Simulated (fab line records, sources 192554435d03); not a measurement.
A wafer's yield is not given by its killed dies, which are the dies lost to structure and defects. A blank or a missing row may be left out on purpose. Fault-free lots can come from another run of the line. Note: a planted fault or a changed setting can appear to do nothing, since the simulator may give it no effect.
Split-lot experiment    flow n5-finfet    39 wafers read from 7 lots, route of 1938 steps

== ON THE SPLIT ==
At N5_BEOL_M8_ETCH_66 (etches SOC in N2/H2, target depth 80 nm, overetch 16 nm, time 120 s), the setting target-depth-a was moved away from the recipe's 800 angstrom on 15 of the 39 wafers read, by -47.5% to +40.3%. All remaining wafers had this setting at the recipe value.

Reading taken at the split's own step.

== THE READING ==
SiARC_of_BEOL_M8_COAT_64.thk-nm (the simulator's own value, which no gauge read), in nm, at N5_BEOL_M8_ETCH_66 (etches SOC in N2/H2, target depth 80 nm, overetch 16 nm, time 120 s). There is no usual value for it anywhere in the file. Here, 24 wafers ran the recipe; their average is 6.4 nm with a standard deviation of 0.15 nm.

wafer   tool, chamber at the split  target-depth-a as run, angstrom  against the recipe  SiARC_of_BEOL_M8_COAT_64.thk-nm, nm  against lot-mates on the recipe
L077.1  rie-diel-04, 0,2,3,2        800                              recipe              6.4                                  -
L077.3  rie-diel-04, 0,2,3,2        800                              recipe              6.4                                  -
L077.4  rie-diel-04, 0,2,3,2        800                              recipe              6.4                                  -
L077.6  rie-diel-04, 0,2,3,2        800                              recipe              6.4                                  -
L077.2  rie-diel-04, 1              800                              recipe              6.8                                  -
L077.5  rie-diel-04, 1              800                              recipe              6.6                                  -
L074.1  rie-diel-04, 2,3            921.6                            +15.2%              5.6                                  -0.7
L074.6  rie-diel-04, 2,3            921.6                            +15.2%              5.6                                  -0.7
L074.2  rie-diel-04, 0,3            800                              recipe              6.4                                  -
L074.4  rie-diel-04, 0,3            800                              recipe              6.4                                  -
L074.3  rie-diel-04, 1              921.6                            +15.2%              6                                    -0.3
L074.5  rie-diel-04, 0              800                              recipe              6.2                                  -
L080.1  rie-diel-01, 0              956                              +19.5%              5.8                                  -0.7
L080.2  rie-diel-01, 2,1            956                              +19.5%              5.6                                  -0.9
L080.4  rie-diel-01, 2,1            956                              +19.5%              5.6                                  -0.9
L080.3  rie-diel-01, 3              800                              recipe              6.6                                  -
L080.6  rie-diel-01, 3              800                              recipe              6.6                                  -
L080.5  rie-diel-01, 2              800                              recipe              6.4                                  -
L085.3  rie-diel-05, 2              800                              recipe              6.6                                  -
L085.4  rie-diel-05, 3              800                              recipe              6.2                                  -
L085.6  rie-diel-05, 2              800                              recipe              6.4                                  -
L089.1  rie-diel-04, 3,0            419.6                            -47.5%              8.6                                  +2.3
L089.5  rie-diel-04, 3,0            419.6                            -47.5%              8.6                                  +2.3
L089.2  rie-diel-04, 2,0            800                              recipe              6.2                                  -
L089.4  rie-diel-04, 2,0            800                              recipe              6.2                                  -
L089.3  rie-diel-04, 1              800                              recipe              6.6                                  -
L089.6  rie-diel-04, 1              419.6                            -47.5%              8.8                                  +2.5
L090.1  rie-diel-01, 3              1122                             +40.3%              4.8                                  -1.7
L090.2  rie-diel-01, 2,3            800                              recipe              6.6                                  -
L090.4  rie-diel-01, 2,3            800                              recipe              6.6                                  -
L090.3  rie-diel-01, 1              1122                             +40.3%              4.6                                  -1.9
L090.5  rie-diel-01, 1              1122                             +40.3%              4.6                                  -1.9
L090.6  rie-diel-01, 2              800                              recipe              6.4                                  -
L094.1  rie-diel-04, 3,0,2          800                              recipe              6.4                                  -
L094.4  rie-diel-04, 3,0,2          800                              recipe              6.4                                  -
L094.6  rie-diel-04, 3,0,2          800                              recipe              6.4                                  -
L094.2  rie-diel-04, 2              630.9                            -21.1%              7.4                                  +1.0
L094.3  rie-diel-04, 1              630.9                            -21.1%              7.6                                  +1.2
L094.5  rie-diel-04, 3              630.9                            -21.1%              7.2                                  +0.8
Rows listing several chambers each stand for several wafers; the file does not say which wafer went through which chamber.

THE FIT
A straight line over all 39 wafers: SiARC_of_BEOL_M8_COAT_64.thk-nm changes by -0.0452 nm for each +1% of target-depth-a; r = -0.99; the points scatter about the line by 0.15 nm.
The same after taking each lot's own level away (the mean of its wafers on the recipe; 39 wafers): -0.0473 nm for each +1%; r = -0.99; scatter 0.14 nm.
According to that fit, moving target-depth-a by its largest amount changes the reading by 2.2 nm.
Measured against the standard deviation above, the lots' own levels, which go from 6.33 to 6.53 nm, span 1.3 times it.
Hence the lot-to-lot level has little effect on the slope; both slopes agree.
Check: with one of the wafers moved furthest among these (-47.5%) left out of the fit, the line predicts +2.27 nm for it against its lot-mates. Against them it came out at +2.27 nm.

== OTHER SPLITS ON THESE WAFERS ==
These wafers also went through other splits before the reading. Each is held against what the fit with the lots' levels taken away leaves over:
other split on the same wafers        wafers away from the commonest value  r with SiARC_of_BEOL_M8_COAT_64.thk-nm (lot level and that fit taken away)
N5_FIN_SAQP_HM_DEP_03 time-s          12                                    +0.06
N5_DUMMY_GATE_ETCH_44 target-depth-a  18                                    +0.10
N5_BEOL_M0_SAQP_PECVD_97 time-s       18                                    +0.02
N5_BEOL_M0_DEP_125 target-thk-a       12                                    +0.04
N5_BEOL_M2_ETCHBACK_99 time-s         15                                    -0.05
N5_BEOL_M4_ILD_DEP_00 time-s          15                                    +0.03
N5_BEOL_M6_ETCH_66 target-depth-a     9                                     -0.23

== THE FILE'S OWN FIT ==
SiARC_of_BEOL_M8_COAT_64.thk-nm changes by -0.0472 nm for each +1% of target-depth-a, r = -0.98.
